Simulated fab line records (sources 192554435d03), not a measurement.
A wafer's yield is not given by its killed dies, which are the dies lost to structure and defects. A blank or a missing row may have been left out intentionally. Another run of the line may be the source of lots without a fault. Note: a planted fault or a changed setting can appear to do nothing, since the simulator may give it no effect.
Check of tool commonality :: flow n5Finfet :: 8 lots, 23 wafers sampled

## THE REASON FOR OPENING IT
At N5_BEOL_M4_RC_MEAS_101 the reading IOFF_N_LIN is flagged on 2 of 8 lots. Fault-free wafers read 0.080 nA/um, with a standard deviation of 0.016.
Rule: a lot is flagged when every wafer of it that has a number lies more than 4 standard deviations from that mean, or none has a number. The other lots count as sound.

lot: L626
measured: day 8 09:23
on: prober-01
IOFF_N_LIN (nA/um), wafer by wafer: 0.065 0.068 0.090
flag: 

lot: L631
measured: day 9 11:35
on: prober-01
IOFF_N_LIN (nA/um), wafer by wafer: 0.074 0.091 0.072
flag: 

lot: L639
measured: day 11 07:29
on: prober-02
IOFF_N_LIN (nA/um), wafer by wafer: 0.177 0.194 0.195
flag: FLAGGED

lot: L640
measured: day 11 14:02
on: prober-02
IOFF_N_LIN (nA/um), wafer by wafer: 0.269 0.159 0.175
flag: FLAGGED

lot: L644
measured: day 12 20:48
on: prober-02
IOFF_N_LIN (nA/um), wafer by wafer: 0.063 0.042 0.110
flag: 

lot: L647
measured: day 13 03:29
on: prober-01
IOFF_N_LIN (nA/um), wafer by wafer: 0.082 0.107 0.085
flag: 

lot: L648
measured: day 13 10:34
on: prober-01
IOFF_N_LIN (nA/um), wafer by wafer: 0.061 0.092 0.072
flag: 

lot: L649
measured: day 13 11:31
on: prober-02
IOFF_N_LIN (nA/um), wafer by wafer: 0.092 0.103
flag: 
The numbers of the flagged lots are 0.195 nA/um on average: +0.115 nA/um against the usual, or +7 standard deviations.

## WHICH TOOL EACH LOT WENT THROUGH
4 process steps preceding the reading are held in the record, out of 1938 steps in the route. Each cell gives the tool, then ch followed by the chambers the sampled wafers passed through, then the start.
lot: L626
flag: 
N5_FIN_CUT_CUT_ETCH_15: rieSi-04 ch 1,2,3, day 2 04:21
N5_FIN_CUT_STRIP_22: rieDiel-01 ch 1,2, day 2 04:28
N5_STI_FIN_REVEAL_OXIDATION_31: plasmaAsher-02 ch 0,1, day 2 12:51
N5_DUMMY_GATE_CMP_04: cmp-04 ch 0,1, day 2 17:26

lot: L631
flag: 
N5_FIN_CUT_CUT_ETCH_15: rieSi-02 ch 0,1,2, day 3 09:09
N5_FIN_CUT_STRIP_22: rieDiel-03 ch 0,2, day 3 09:16
N5_STI_FIN_REVEAL_OXIDATION_31: plasmaAsher-02 ch 1, day 3 19:13
N5_DUMMY_GATE_CMP_04: cmp-03 ch 0,1,3, day 4 01:39

lot: L639
flag: FLAGGED
N5_FIN_CUT_CUT_ETCH_15: rieSi-02 ch 0,1, day 5 09:17
N5_FIN_CUT_STRIP_22: rieDiel-02 ch 1,2,3, day 5 09:29
N5_STI_FIN_REVEAL_OXIDATION_31: plasmaAsher-02 ch 0,1, day 5 18:20
N5_DUMMY_GATE_CMP_04: cmp-03 ch 2,3, day 5 23:34

lot: L640
flag: FLAGGED
N5_FIN_CUT_CUT_ETCH_15: rieSi-04 ch 1,2,3, day 5 15:52
N5_FIN_CUT_STRIP_22: rieDiel-02 ch 0,2,3, day 5 15:59
N5_STI_FIN_REVEAL_OXIDATION_31: plasmaAsher-01 ch 0,1, day 6 01:14
N5_DUMMY_GATE_CMP_04: cmp-03 ch 0,2, day 6 05:51

lot: L644
flag: 
N5_FIN_CUT_CUT_ETCH_15: rieSi-01 ch 0,1, day 6 16:20
N5_FIN_CUT_STRIP_22: rieDiel-03 ch 0,3, day 6 16:28
N5_STI_FIN_REVEAL_OXIDATION_31: plasmaAsher-02 ch 0,1, day 7 02:26
N5_DUMMY_GATE_CMP_04: cmp-03 ch 0,1,2, day 7 07:14

lot: L647
flag: 
N5_FIN_CUT_CUT_ETCH_15: rieSi-02 ch 0,1,3, day 7 09:32
N5_FIN_CUT_STRIP_22: rieDiel-02 ch 1,2,3, day 7 09:40
N5_STI_FIN_REVEAL_OXIDATION_31: plasmaAsher-01 ch 0,1, day 7 17:56
N5_DUMMY_GATE_CMP_04: cmp-03 ch 0,1,2, day 7 23:17

lot: L648
flag: 
N5_FIN_CUT_CUT_ETCH_15: rieSi-01 ch 0,2,3, day 7 18:11
N5_FIN_CUT_STRIP_22: rieDiel-02 ch 0,1,3, day 7 18:23
N5_STI_FIN_REVEAL_OXIDATION_31: plasmaAsher-02 ch 0,1, day 8 03:10
N5_DUMMY_GATE_CMP_04: cmp-04 ch 0,1,3, day 8 09:55

lot: L649
flag: 
N5_FIN_CUT_CUT_ETCH_15: rieSi-02 ch 0,1, day 7 22:47
N5_FIN_CUT_STRIP_22: rieDiel-02 ch 0,1, day 7 22:55
N5_STI_FIN_REVEAL_OXIDATION_31: plasmaAsher-02 ch 0,1, day 8 09:52
N5_DUMMY_GATE_CMP_04: cmp-01 ch 0,1, day 8 16:22
What is done by these steps:
- N5_FIN_CUT_CUT_ETCH_15: etches Si in HBr/Cl2/O2, target depth 100 nm, bt time 10 s, time 42.4 s.
- N5_FIN_CUT_STRIP_22: strips in N2/H2.
- N5_STI_FIN_REVEAL_OXIDATION_31: chemistry O2 PLASMA REMOTE, time 20 s.
- N5_DUMMY_GATE_CMP_04: polishes a-Si.
- N5_BEOL_M4_RC_MEAS_101

## FLAGGED AGAINST TOTAL, ONE TOOL AT A TIME (gauges that did the reading follow at the end)
step: N5_FIN_CUT_CUT_ETCH_15
tool: rieSi-01
lots run: 2
flagged: 0
share of the flagged lots: none
sound lots run after its first flagged lot: -

step: N5_FIN_CUT_CUT_ETCH_15
tool: rieSi-02
lots run: 4
flagged: 1
share of the flagged lots: some
sound lots run after its first flagged lot: 2 (L647,L649)

step: N5_FIN_CUT_CUT_ETCH_15
tool: rieSi-04
lots run: 2
flagged: 1
share of the flagged lots: some
sound lots run after its first flagged lot: 0

step: N5_FIN_CUT_STRIP_22
tool: rieDiel-01
lots run: 1
flagged: 0
share of the flagged lots: none
sound lots run after its first flagged lot: -

step: N5_FIN_CUT_STRIP_22
tool: rieDiel-02
lots run: 5
flagged: 2
share of the flagged lots: all
sound lots run after its first flagged lot: 3 (L647,L648,L649)

step: N5_FIN_CUT_STRIP_22
tool: rieDiel-03
lots run: 2
flagged: 0
share of the flagged lots: none
sound lots run after its first flagged lot: -

step: N5_STI_FIN_REVEAL_OXIDATION_31
tool: plasmaAsher-01
lots run: 2
flagged: 1
share of the flagged lots: some
sound lots run after its first flagged lot: 1 (L647)

step: N5_STI_FIN_REVEAL_OXIDATION_31
tool: plasmaAsher-02
lots run: 6
flagged: 1
share of the flagged lots: some
sound lots run after its first flagged lot: 3 (L644,L648,L649)

step: N5_DUMMY_GATE_CMP_04
tool: cmp-01
lots run: 1
flagged: 0
share of the flagged lots: none
sound lots run after its first flagged lot: -

step: N5_DUMMY_GATE_CMP_04
tool: cmp-03
lots run: 5
flagged: 2
share of the flagged lots: all
sound lots run after its first flagged lot: 2 (L644,L647)

step: N5_DUMMY_GATE_CMP_04
tool: cmp-04
lots run: 2
flagged: 0
share of the flagged lots: none
sound lots run after its first flagged lot: -

step: N5_BEOL_M4_RC_MEAS_101
tool: prober-01
lots run: 4
flagged: 0
share of the flagged lots: none
sound lots run after its first flagged lot: -

step: N5_BEOL_M4_RC_MEAS_101
tool: prober-02
lots run: 4
flagged: 2
share of the flagged lots: all
sound lots run after its first flagged lot: 2 (L644,L649)

## WHAT IS ALLOWED BY THE TABLE
Every flagged lot was run by 3 rows of the table: rieDiel-02 at N5_FIN_CUT_STRIP_22, cmp-03 at N5_DUMMY_GATE_CMP_04 and prober-02 at N5_BEOL_M4_RC_MEAS_101.
- rieDiel-02 at N5_FIN_CUT_STRIP_22 ran 5 lots, 2 of them flagged. Sound lots ran on it after the first flagged one (L647, L648, L649), which a lasting fault on the whole tool wouldn't allow.
- cmp-03 at N5_DUMMY_GATE_CMP_04 ran 5 lots, 2 of them flagged. Sound lots ran on it after the first flagged one (L644, L647), which a lasting fault on the whole tool wouldn't allow.
- prober-02 at N5_BEOL_M4_RC_MEAS_101 ran 4 lots, 2 of them flagged. Sound lots ran on it after the first flagged one (L644, L649), which a lasting fault on the whole tool wouldn't allow.
Not one row of the table ran every flagged lot while running no sound lot after the first.

## WHAT THE SIMULATOR HAD PUT IN
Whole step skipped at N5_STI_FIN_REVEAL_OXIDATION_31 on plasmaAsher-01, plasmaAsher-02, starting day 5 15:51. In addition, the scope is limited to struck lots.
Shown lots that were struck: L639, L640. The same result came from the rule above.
